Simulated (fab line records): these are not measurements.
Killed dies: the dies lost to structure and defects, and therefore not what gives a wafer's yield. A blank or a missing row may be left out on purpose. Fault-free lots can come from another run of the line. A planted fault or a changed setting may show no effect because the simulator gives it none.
fab line records | flow nand_harc
record lots=6 | wafers=18 | last_day=32
route steps=1302 shown A_STAIRCASE@790 END@1302
lots that met no fault: from a run of the same line without faults
start_h: the number of hours between the record's first day and the start of the first shown wafer of the lot | wait_h: hours since the lot's step before | " identical to the entry in the row above | L1.1+2: a single row standing in for several wafers | - value missing, or start not given | * or withheld: withheld | < > ~ a bound
route shown NAME@n: NAME is a module with steps in the file, n the number in the route of the first one | usual: mean/standard deviation taken from wafers without a fault | same: alike in all rows | chamber/n: place in a boat | sites: each site's reading | _std_site: the standard deviation of these | _edge_site: mean of outer sites minus mean of inner sites | radius_mm: how far each site lies from the wafer's centre | mask NAME#n: copy n | behind: tool/chamber where the wafer was last shaped | hold: what put the lot on hold/how long, in hours/how the hold closed | device: the n, p or np transistor that did not switch | end of line: tests run on the same wafers once the route is complete | where a step has no rows: the recipe by itself | killed: not the wafer's yield, but the dies lost to structure and defects at the first sort | map: the dies of a wafer, with x for killed, . for not killed, _ for no die there
set.NAME: the setting as run; set.NAME@STEP: as run at that earlier step | model.NAME: the simulator's own value behind a step, which no gauge read
lots at some steps of the route; a table a step, a row a wafer
services: from which hour (start_h, from the record's first day; less than 0 if before it) a tool's chamber was out of use, for how many hours, and why
## steps
# step NHARC_A_STAIRCASE_STRIP_274
# recipe o2_flow_sccm=500 | ar_flow_sccm=0 | bias_w=0 | chemistry=O2
# usual drypump_motor_current_A=5.8/0.51 | oes_product_au=1.003/0.0087 | rf_vpp_V=57.8/0.93 | showerhead_plenum_p_Torr=3.53/0.18 | throttle_valve_pct=17.037/0.0081
lot.wafer | tool        | chamber | start_h | wait_h | drypump_motor_current_A | oes_product_au | rf_hours_counter_h | rf_vpp_V | showerhead_plenum_p_Torr | throttle_valve_pct
L726.4    | rie_diel-04 | 3       | -       | -      | 6.3                     | 1.006          | 5                  | 57.9     | 3.51                     | 17.042
L726.1    | "           | 1       | "       | "      | 5.3                     | 1.008          | 3                  | 59.0     | 3.78                     | 17.050
L726.6    | "           | 3       | "       | "      | 6.3                     | 1.007          | -                  | 58.7     | 3.51                     | 17.053
L735.4    | rie_diel-11 | 2       | -       | -      | 5.6                     | 1.002          | 9                  | 57.0     | 3.29                     | 17.043
L735.3    | "           | 3       | "       | "      | 5.8                     | 1.006          | 8                  | 58.6     | 3.80                     | 17.029
L735.1    | "           | 1       | "       | "      | 5.8                     | 0.988          | 8                  | 57.6     | 3.64                     | 17.035
L738.3    | rie_diel-05 | 3       | -       | -      | 5.0                     | 1.001          | 31                 | 59.7     | 3.79                     | 17.034
L738.2    | "           | 0       | "       | "      | 5.5                     | 0.998          | 35                 | 57.9     | 3.63                     | 17.043
L738.4    | "           | 1       | "       | "      | 6.7                     | 0.989          | 31                 | 56.5     | 3.41                     | 17.038
L741.2    | rie_diel-11 | 0       | -       | -      | 6.4                     | 0.995          | 29                 | 57.7     | 3.46                     | 17.041
L741.1    | "           | 2       | "       | "      | 5.6                     | 1.005          | 31                 | 57.5     | 3.28                     | 17.038
L741.5    | "           | 3       | "       | "      | 5.8                     | 1.007          | -                  | 57.8     | 3.79                     | 17.037
L744.2    | rie_diel-04 | 2       | -       | -      | 5.7                     | 1.012          | 4                  | 55.4     | 3.51                     | 17.030
L744.3    | "           | 3       | "       | "      | 6.3                     | 1.016          | 4                  | 55.9     | 3.48                     | 17.036
L744.1    | "           | 1       | "       | "      | 5.3                     | 0.992          | 4                  | 57.5     | 3.74                     | 17.041
L745.2    | rie_diel-11 | 3       | -       | -      | 5.8                     | 0.998          | 38                 | 58.6     | 3.79                     | 17.026
L745.6    | "           | 3       | "       | "      | 5.8                     | 1.003          | -                  | 59.5     | 3.79                     | 17.054
L745.5    | "           | 0       | "       | "      | 6.5                     | 1.000          | -                  | 58.0     | 3.45                     | 17.045
# step NHARC_A_STAIRCASE_STRIP_275
# recipe time_s=900 | temp_c=130 | chemistry=SPM
# step NHARC_A_STAIRCASE_PRECLEAN_276
# recipe time_s=* | temp_c=50 | bath_age_min=0 | chemistry=SC1
# step NHARC_A_STAIRCASE_SRD_277
# step NHARC_A_STAIRCASE_HM_DEP_459
# recipe target_thk_a=15000 | temp_c=400 | material=aC
# usual throttle_valve_pct=35.000/0.0095
lot.wafer | tool       | chamber | start_h | wait_h | throttle_valve_pct
L726.1    | acl_dep-03 | 0       | 372.29  | 0.1    | 35.012
L726.4    | "          | 0       | "       | "      | 35.003
L726.6    | "          | 0       | "       | "      | 35.001
L735.1    | acl_dep-01 | 0       | 469.92  | 0.1    | 35.005
L735.3    | "          | 0       | "       | "      | 34.996
L735.4    | "          | 0       | "       | "      | 35.003
L738.2    | acl_dep-02 | 0       | 503.08  | 1.9    | 34.998
L738.3    | "          | 0       | "       | "      | 35.014
L738.4    | "          | 0       | "       | "      | 35.008
L741.1    | acl_dep-02 | 0       | 537.14  | 0.1    | 35.004
L741.2    | "          | 0       | "       | "      | 35.007
L741.5    | "          | 0       | "       | "      | 35.013
L744.1    | acl_dep-03 | 0       | 555.53  | 0.1    | 35.008
L744.2    | "          | 0       | "       | "      | 35.009
L744.3    | "          | 0       | "       | "      | 35.014
L745.2    | acl_dep-02 | 0       | 566.77  | 0.4    | 35.010
L745.5    | "          | 0       | "       | "      | 35.000
L745.6    | "          | 0       | "       | "      | 35.021
# step NHARC_A_STAIRCASE_DEP_280
# recipe target_thk_a=300 | target_thk_nm=30 | temp_c=400 | pressure_torr=3.5 | flow_sccm=200 | rf_w=350 | material=SiON
# usual heater_power_w=791/98 | rf_fwd_power_W=348.5/1.2
lot.wafer | tool     | chamber | start_h | wait_h | heater_power_w | rf_fwd_power_W
L726.1    | pecvd-01 | 0       | 374.18  | 1.6    | 884            | 348.3
L726.6    | "        | 0       | "       | "      | 874            | 348.4
L726.4    | "        | 1       | "       | "      | 772            | 348.4
L735.1    | pecvd-03 | 2       | 471.85  | 1.6    | 664            | 349.2
L735.3    | "        | 0       | "       | "      | 656            | 347.2
L735.4    | "        | 2       | "       | "      | 645            | 349.2
L738.2    | pecvd-04 | 1       | 504.64  | 1.3    | 649            | 347.6
L738.3    | "        | 0       | "       | "      | 954            | 347.4
L738.4    | "        | 1       | "       | "      | 641            | 345.4
L741.1    | pecvd-04 | 2       | 539.01  | 1.6    | 798            | 346.2
L741.2    | "        | 0       | "       | "      | 988            | 349.5
L741.5    | "        | 0       | "       | "      | 950            | 348.7
L744.1    | pecvd-01 | 2       | 557.36  | 1.5    | 831            | 348.5
L744.2    | "        | 0       | "       | "      | 896            | 348.6
L744.3    | "        | 1       | "       | "      | 891            | 350.5
L745.2    | pecvd-03 | 2       | 568.38  | 1.3    | 716            | 349.2
L745.5    | "        | 1       | "       | "      | 694            | 347.6
L745.6    | "        | 2       | "       | "      | 707            | 347.8
# step NHARC_A_STAIRCASE_DEHYDRATE_281
# recipe temp_c=150 | time_s=120
# step NHARC_A_STAIRCASE_HMDS_282
# recipe time_s=30
# step NHARC_A_STAIRCASE_COAT_283
# recipe spin_rpm=1200
# step NHARC_A_STAIRCASE_SOFTBAKE_284
# recipe temp_c=135 | time_s=170
# step NHARC_A_STAIRCASE_EBR_285
# step NHARC_A_STAIRCASE_EXPOSE_286
# recipe na=0.5 | dose_mj=25.01 | mask_id=CHOP_100
# usual exposure_dose_mJ_cm2=25.004/0.022
lot.wafer | tool           | chamber | start_h | wait_h | mask       | exposure_dose_mJ_cm2
L726.1    | krf_scanner-04 | 0       | 374.63  | -      | CHOP_100#0 | 24.995
L726.4    | "              | 0       | "       | "      | CHOP_100#0 | 25.021
L726.6    | "              | 0       | "       | "      | CHOP_100#0 | 25.008
L735.1    | krf_scanner-04 | 0       | 472.30  | -      | CHOP_100#0 | 26.092
L735.3    | "              | 0       | "       | "      | CHOP_100#0 | 26.120
L735.4    | "              | 0       | "       | "      | CHOP_100#0 | 26.107
L738.2    | krf_scanner-04 | 0       | 505.25  | -      | CHOP_100#0 | 26.132
L738.3    | "              | 0       | "       | "      | CHOP_100#0 | 26.116
L738.4    | "              | 0       | "       | "      | CHOP_100#0 | 26.110
L741.1    | krf_scanner-03 | 0       | 539.63  | -      | CHOP_100#0 | 24.975
L741.2    | "              | 0       | "       | "      | CHOP_100#0 | 24.976
L741.5    | "              | 0       | "       | "      | CHOP_100#0 | 24.974
L744.1    | krf_scanner-03 | 0       | 557.84  | -      | CHOP_100#0 | 25.026
L744.2    | "              | 0       | "       | "      | CHOP_100#0 | 25.000
L744.3    | "              | 0       | "       | "      | CHOP_100#0 | 24.987
L745.2    | krf_scanner-01 | 0       | 568.96  | -      | CHOP_100#0 | 25.017
L745.5    | "              | 0       | "       | "      | CHOP_100#0 | 24.992
L745.6    | "              | 0       | "       | "      | CHOP_100#0 | 25.002
# step NHARC_A_STAIRCASE_PEB_287
# recipe peb_temp_c=115 | peb_time_s=130
# step NHARC_END_SORT_01
# recipe temp_c=25
# usual killed_at_array=64/16 | killed_at_other=1.0/1.1 | killed_at_periphery=3.5/2.3 | killed_dies=69/17 | killed_open=3.2/1.6 | killed_short=2.4/1.6
# same gross_dies=677
lot.wafer | tool      | chamber | start_h | wait_h | killed_at_array | killed_at_other | killed_at_periphery | killed_dies | killed_open | killed_short
L726.1    | prober-01 | 0       | 558.42  | 2.5    | 80              | 3               | 5                   | 88          | 3           | 3
L726.4    | prober-01 | 0       | 560.84  | 3.4    | 76              | 1               | 5                   | 82          | 3           | 4
L726.6    | prober-01 | 0       | 562.45  | 4.0    | 71              | 1               | 6                   | 78          | 7           | 1
# killed by level:class
L726.1 A_CHANNEL_HOLE_D2:chamber_film_flake=34 A_SLIT:chamber_film_flake=22 A_CONTACT:chamber_film_flake=10 P_STI:chamber_film_flake=4 A_STAIRCASE:chamber_film_flake=3 THIN_TSV:chamber_film_flake=3 A_CHANNEL_FILL_D1:chamber_film_flake=2 A_CHANNEL_FILL_D1:geometric_particle:short=1
L726.4 A_CHANNEL_HOLE_D2:chamber_film_flake=36 A_SLIT:chamber_film_flake=17 A_CONTACT:chamber_film_flake=8 A_STAIRCASE:chamber_film_flake=4 A_DECK1_JOINT:geometric_particle:open=2 P_STI:chamber_film_flake=2 A_CHANNEL_FILL_D1:chamber_film_flake=2 A_CHANNEL_FILL_D2:chamber_film_flake=2
L726.6 A_CHANNEL_HOLE_D2:chamber_film_flake=33 A_SLIT:chamber_film_flake=17 A_STAIRCASE:chamber_film_flake=5 A_CONTACT:chamber_film_flake=5 P_STI:chamber_film_flake=3 A_ONON_D2:geometric_particle:open=2 A_M0:geometric_particle:open=2 A_CHANNEL_HOLE_D1:chamber_film_flake=2
## services
tool           | chamber | start_h | hours | kind
krf_scanner-04 | -       | 354.00  | 4.0   | pm
rie_diel-04    | -       | 365.64  | 0.3   | repair
pecvd-03       | -       | 366.22  | 13.0  | pm
acl_dep-01     | -       | 368.49  | 13.0  | pm
rie_diel-05    | 0       | 386.85  | 20.6  | repair
krf_scanner-03 | -       | 390.36  | 5.7   | repair
krf_scanner-04 | -       | 397.90  | 0.6   | repair
rie_diel-05    | -       | 406.65  | 9.0   | pm
pecvd-03       | 0       | 413.59  | 3.8   | repair
acl_dep-02     | -       | 426.95  | 13.0  | pm
rie_diel-11    | -       | 432.64  | 9.0   | pm
krf_scanner-04 | -       | 447.97  | 0.5   | repair
pecvd-04       | -       | 450.00  | 13.0  | pm
krf_scanner-04 | -       | 460.67  | 0.2   | repair
pecvd-01       | 1       | 464.36  | 8.1   | repair
pecvd-04       | -       | 483.89  | 0.4   | repair
acl_dep-03     | -       | 484.96  | 13.0  | pm
pecvd-01       | -       | 492.12  | 13.0  | pm
rie_diel-04    | 0       | 518.99  | 65.0  | repair
krf_scanner-04 | -       | 526.00  | 4.0   | pm
rie_diel-04    | -       | 533.58  | 9.0   | pm
pecvd-03       | -       | 547.30  | 13.0  | pm
pecvd-04       | -       | 549.49  | 2.3   | repair
krf_scanner-03 | -       | 568.01  | 4.0   | pm
## key
first_sign step=NHARC_A_STAIRCASE_EXPOSE_286 | reading=exposure_dose_mJ_cm2 | direction=up | sigmas=50 | usual=25.004 | struck=26.113
effect none on later readings
met_at NHARC_A_STAIRCASE_EXPOSE_286
struck_wafers L735.1,L735.3,L735.4,L738.2,L738.3,L738.4
tester_left_out L735,L738
onset_between 374.63 472.30
fault kind=process_parameter_drift | tool=krf_scanner-04 | chamber=- | onset_h=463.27 | steps=NHARC_A_STAIRCASE_EXPOSE_286 | channel=dose_mj | offset=1.0995 | shape=step | acts_in=these_recipes_only | stated=25.01
# tester_left_out: of these lots the tester's yield and bins aren't shown, on N5 and GAA mostly nor the transistor test; their killed dies are dies lost to structure and defects alone, not to doping, threshold or leakage, so they don't give the yield
